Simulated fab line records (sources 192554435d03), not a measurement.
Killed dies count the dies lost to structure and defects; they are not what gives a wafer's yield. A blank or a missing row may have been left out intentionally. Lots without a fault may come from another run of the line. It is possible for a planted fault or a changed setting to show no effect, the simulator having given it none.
Problem report in the 8D (eight disciplines) form, filled by code | flow n5-finfet | the parts of the form that need people (team, actions taken, sign-off) are left out

## 1. WHAT IS WRONG
PAD_OVL at N5_PASSIVATION_OVL_MEAS_63 reads a mean of 576 nm on 6 wafers of 2 lots; wafers without a fault read 0 nm with a standard deviation of 5.5. So: +99 or more standard deviations from the usual mean.
First observed at day 16 09:29: wafer L365.3, on overlay-02. The record has a number at this step for 30 wafers belonging to 10 lots. Rule for "out" (also "out of limits"): further than 4 standard deviations from the usual mean. The other wafers with a number count as sound.

## 2. WHAT IT IS AND WHAT IT IS NOT
question                    | is                     | is not
which readings at this step | PAD_OVL                | -
which lots                  | L365, L367             | L350, L353, L354, L356, L357, L358, L364, L372
which wafers of those lots  | all that have a number | -
read on which gauges        | overlay-01, overlay-02 | -
when                        | from day 16 09:29      | up to then (21 sound wafers); but 3 sound wafers of L372 came after

## 3. SUSPECTS, AND WHAT RULES EACH OUT
Counting: a tool at a process step up to the reading stays a suspect if it ran every lot that is out and no sound lot after the first of them.
- the gauge at N5_PASSIVATION_OVL_MEAS_63 has been ruled out. Those wafers that are out were read across 2 gauges (overlay-01, overlay-02).
- rie-diel-02 at N5_MIM_BOT_LITHO_DESCUM_10 (chemistry O2, time 7.9 s): kept. It ran every lot that is out, first L365 (day 16 00:26), and no sound lot after that.
- krf-scanner-01 at N5_PASSIVATION_EXPOSE_27 (exposes mask PAD, defocus 0 nm): kept. It processed each lot that is out, first L365 at day 16 09:17, and no sound lot thereafter; up to then, the last sound lot it processed was L358 at day 14 15:19.
What counting leaves: rie-diel-02 at N5_MIM_BOT_LITHO_DESCUM_10 and krf-scanner-01 at N5_PASSIVATION_EXPOSE_27.

## 4. THE CAUSE (what the simulator had put in)
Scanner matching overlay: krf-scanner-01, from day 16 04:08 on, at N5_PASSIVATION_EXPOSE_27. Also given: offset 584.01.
This tool is one of the 2 suspects left after counting.

## 5. SEQUENCE OF EFFECTS, ordered by route
Rows list readings where the struck wafers' mean (over those with a number) sits beyond 3 standard deviations from the usual. Only readings for which the record gives a usual standard deviation are gone through. hours: the time from each lot's start at the first step in this table that gives one to its start at this step, as a median over the lots. sigmas: the change in usual standard deviations.
hours | step                       | reading | usual | on struck wafers | change | sigmas
0     | N5_PASSIVATION_OVL_MEAS_63 | PAD_OVL | 0 nm  | 576              | +576   | +99 or more

## 6. WHAT WOULD HAVE CAUGHT IT SOONER
Counted from the fault's start at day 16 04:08, it took 5 hours until the first out-of-limits reading at a measuring or inspecting step in this record, taken at day 16 09:29.
Among the 2 lots that are out, L367 began N5_PASSIVATION_EXPOSE_27 on krf-scanner-01 after day 16 09:29. Had the tool been put on hold then, it would have been spared.
